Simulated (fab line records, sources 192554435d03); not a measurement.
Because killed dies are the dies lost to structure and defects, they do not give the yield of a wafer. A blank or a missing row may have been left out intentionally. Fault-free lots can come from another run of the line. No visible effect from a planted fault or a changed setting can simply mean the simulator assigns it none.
Which tool was responsible? :: flow n5_finfet :: 31 wafers from 11 lots sampled at 3 of the route's 1938 steps

## WHAT EACH GAUGE READ, for each wafer
N5_BEOL_M11_OVL_MEAS_12. Usual: M11_OVL typically reads -0.3 nm, with standard deviation 0.92.
lot: L330
measured: day 10 11:13
on: overlay-02
M11_OVL (nm): -1.2 0.1 -0.3
flag: 

lot: L329
measured: day 10 11:04
on: overlay-02
M11_OVL (nm): -0.2 0.5 0.3
flag: 

lot: L335
measured: day 12 03:45
on: overlay-02
M11_OVL (nm): -1.0 -0.7 -0.4
flag: 

lot: L336
measured: day 12 12:06
on: overlay-01
M11_OVL (nm): 0.6 -0.9 -0.6
flag: 

lot: L340
measured: day 12 19:31
on: overlay-01
M11_OVL (nm): 1.0 1.0 2.1
flag: 

lot: L338
measured: day 13 02:51
on: overlay-01
M11_OVL (nm): -2.0 -0.2 -1.6
flag: 

lot: L341
measured: day 14 05:31
on: overlay-01
M11_OVL (nm): 0.8 0.3 -0.3
flag: 

lot: L343
measured: day 14 05:47
on: overlay-01
M11_OVL (nm): -0.3 -0.7 0.2
flag: 

lot: L348
measured: day 15 01:04
on: overlay-01
M11_OVL (nm): 0.5 -0.3
flag: 

lot: L349
measured: day 16 11:26
on: overlay-01
M11_OVL (nm): 0.8 0.1
flag: 

lot: L352
measured: day 16 15:38
on: overlay-01
M11_OVL (nm): 0.2 -0.5 -1.8
flag: 

## WHICH TOOL RAN EACH LOT (tool, then ch and the chambers of the sampled wafers, then the start)
lot: L330
N5_BEOL_M10_CMP_52: cmp-04 ch 0,1,3, day 10 07:35
N5_BEOL_M11_PECVD_70: pecvd-03 ch 0,1,2, day 10 09:08

lot: L329
N5_BEOL_M10_CMP_52: cmp-04 ch 1,2, day 10 07:47
N5_BEOL_M11_PECVD_70: pecvd-03 ch 1,2, day 10 08:56

lot: L335
N5_BEOL_M10_CMP_52: cmp-03 ch 0,3, day 11 23:12
N5_BEOL_M11_PECVD_70: pecvd-04 ch 1,2, day 12 00:32

lot: L336
N5_BEOL_M10_CMP_52: cmp-03 ch 0,2,3, day 12 09:53
N5_BEOL_M11_PECVD_70: pecvd-03 ch 0,1, day 12 10:56

lot: L340
N5_BEOL_M10_CMP_52: cmp-03 ch 1,2, day 12 16:56
N5_BEOL_M11_PECVD_70: pecvd-03 ch 0,1,2, day 12 18:03

lot: L338
N5_BEOL_M10_CMP_52: cmp-04 ch 1,2, day 12 18:03
N5_BEOL_M11_PECVD_70: pecvd-04 ch 0,2, day 12 19:10

lot: L341
N5_BEOL_M10_CMP_52: cmp-02 ch 0,2,3, day 14 03:14
N5_BEOL_M11_PECVD_70: pecvd-02 ch 0,1,2, day 14 04:50

lot: L343
N5_BEOL_M10_CMP_52: cmp-02 ch 0,1,3, day 14 04:01
N5_BEOL_M11_PECVD_70: pecvd-03 ch 0,2, day 14 05:20

lot: L348
N5_BEOL_M10_CMP_52: cmp-04 ch 2,3, day 14 21:56
N5_BEOL_M11_PECVD_70: pecvd-02 ch 0, day 14 23:30

lot: L349
N5_BEOL_M10_CMP_52: cmp-02 ch 0,1, day 16 09:05
N5_BEOL_M11_PECVD_70: pecvd-03 ch 0,2, day 16 10:34

lot: L352
N5_BEOL_M10_CMP_52: cmp-02 ch 0,1,2, day 16 11:58
N5_BEOL_M11_PECVD_70: pecvd-02 ch 0,1, day 16 13:32
- N5_BEOL_M10_CMP_52: polishes, stops on SiCOH lowk, t overpolish 7 s, target thk 140 nm.
- N5_BEOL_M11_PECVD_70: deposits SiO2 from TEOS/O2, target thk 20 nm, time 22.7 s.

## WHAT THE TOOLS THEMSELVES READ (means of the sampled wafers that have a number; where no wafer has one, the mark that the record gives instead)
N5_BEOL_M10_CMP_52. Usual: barrier_field_endpoint_s 28.9 s, standard deviation 0.79; clearing_platen_down_force_psi 1.5003 psi, standard deviation 0.0029; motor_current_A 6.0 A, standard deviation 0.5; overpolish_run_s 6.999 s, standard deviation 0.0097; time_to_endpoint_s 66 s, standard deviation 3.2.
lot: L330
tool: cmp-04
barrier_field_endpoint_s (s): 28.5
clearing_platen_down_force_psi (psi): 1.5001
motor_current_A (A): 5.9
overpolish_run_s (s): 7.002
time_to_endpoint_s (s): 69
flag: 

lot: L329
tool: cmp-04
barrier_field_endpoint_s (s): 29.1
clearing_platen_down_force_psi (psi): 1.5003
motor_current_A (A): 6.2
overpolish_run_s (s): 7.004
time_to_endpoint_s (s): 66
flag: 

lot: L335
tool: cmp-03
barrier_field_endpoint_s (s): 29.3
clearing_platen_down_force_psi (psi): 1.4967
motor_current_A (A): 6.4
overpolish_run_s (s): 6.998
time_to_endpoint_s (s): 63
flag: 

lot: L336
tool: cmp-03
barrier_field_endpoint_s (s): 28.4
clearing_platen_down_force_psi (psi): 1.4993
motor_current_A (A): 6.6
overpolish_run_s (s): 6.998
time_to_endpoint_s (s): 63
flag: 

lot: L340
tool: cmp-03
barrier_field_endpoint_s (s): 28.2
clearing_platen_down_force_psi (psi): 1.5005
motor_current_A (A): 5.8
overpolish_run_s (s): 6.994
time_to_endpoint_s (s): 66
flag: 

lot: L338
tool: cmp-04
barrier_field_endpoint_s (s): 29.8
clearing_platen_down_force_psi (psi): 1.4989
motor_current_A (A): 6.4
overpolish_run_s (s): 6.997
time_to_endpoint_s (s): 71
flag: 

lot: L341
tool: cmp-02
barrier_field_endpoint_s (s): 29.4
clearing_platen_down_force_psi (psi): 1.5007
motor_current_A (A): 5.9
overpolish_run_s (s): 7.006
time_to_endpoint_s (s): 68
flag: 

lot: L343
tool: cmp-02
barrier_field_endpoint_s (s): 28.3
clearing_platen_down_force_psi (psi): 1.4978
motor_current_A (A): 5.7
overpolish_run_s (s): 6.993
time_to_endpoint_s (s): 66
flag: 

lot: L348
tool: cmp-04
barrier_field_endpoint_s (s): 29.1
clearing_platen_down_force_psi (psi): 1.5004
motor_current_A (A): 6.2
overpolish_run_s (s): 7.000
time_to_endpoint_s (s): 64
flag: 

lot: L349
tool: cmp-02
barrier_field_endpoint_s (s): 28.4
clearing_platen_down_force_psi (psi): 1.5016
motor_current_A (A): 5.7
overpolish_run_s (s): 6.998
time_to_endpoint_s (s): 66
flag: 

lot: L352
tool: cmp-02
barrier_field_endpoint_s (s): 28.2
clearing_platen_down_force_psi (psi): 1.5013
motor_current_A (A): 5.8
overpolish_run_s (s): 7.007
time_to_endpoint_s (s): 63
flag: 

N5_BEOL_M11_PECVD_70. Usual: heater_power_w 748 W, standard deviation 110; showerhead_plenum_p_Torr 8.76 Torr, standard deviation 0.05; throttle_valve_pct 22.3 %, standard deviation 1.1.
lot: L330
tool: pecvd-03
heater_power_w (W): 730
showerhead_plenum_p_Torr (Torr): 8.74
throttle_valve_pct (%): 21.7
flag: 

lot: L329
tool: pecvd-03
heater_power_w (W): 656
showerhead_plenum_p_Torr (Torr): 8.76
throttle_valve_pct (%): 21.3
flag: 

lot: L335
tool: pecvd-04
heater_power_w (W): 599
showerhead_plenum_p_Torr (Torr): 8.77
throttle_valve_pct (%): 21.2
flag: 

lot: L336
tool: pecvd-03
heater_power_w (W): 716
showerhead_plenum_p_Torr (Torr): 8.70
throttle_valve_pct (%): 22.2
flag: 

lot: L340
tool: pecvd-03
heater_power_w (W): 738
showerhead_plenum_p_Torr (Torr): 8.73
throttle_valve_pct (%): 21.8
flag: 

lot: L338
tool: pecvd-04
heater_power_w (W): 701
showerhead_plenum_p_Torr (Torr): 8.79
throttle_valve_pct (%): 22.6
flag: 

lot: L341
tool: pecvd-02
heater_power_w (W): 837
showerhead_plenum_p_Torr (Torr): 8.80
throttle_valve_pct (%): 23.1
flag: 

lot: L343
tool: pecvd-03
heater_power_w (W): 683
showerhead_plenum_p_Torr (Torr): 8.76
throttle_valve_pct (%): 21.2
flag: 

lot: L348
tool: pecvd-02
heater_power_w (W): 640
showerhead_plenum_p_Torr (Torr): 8.75
throttle_valve_pct (%): 24.0
flag: 

lot: L349
tool: pecvd-03
heater_power_w (W): 726
showerhead_plenum_p_Torr (Torr): 8.75
throttle_valve_pct (%): 21.6
flag: 

lot: L352
tool: pecvd-02
heater_power_w (W): 858
showerhead_plenum_p_Torr (Torr): 8.81
throttle_valve_pct (%): 23.6
flag: 

## THE ANSWER, worked out from the rows above alone
Rule: take the mean of a lot's wafers that have a number; if it is more than 3 standard deviations from the usual mean, the lot is off. Also off: a lot with no number at a reading for which 4 or more lots have one. Any other lot the step has rows for is counted as sound. The gauges are gone through in route order, then the tools' own readings, and for those a lot's mean is taken as printed above. At the first step where some lot is off, the reading lying furthest off is the one used; lots without a number count as furthest.
Nothing can be told from this: no lot is off at any reading shown.

## WHAT THE SIMULATOR HAD INSERTED
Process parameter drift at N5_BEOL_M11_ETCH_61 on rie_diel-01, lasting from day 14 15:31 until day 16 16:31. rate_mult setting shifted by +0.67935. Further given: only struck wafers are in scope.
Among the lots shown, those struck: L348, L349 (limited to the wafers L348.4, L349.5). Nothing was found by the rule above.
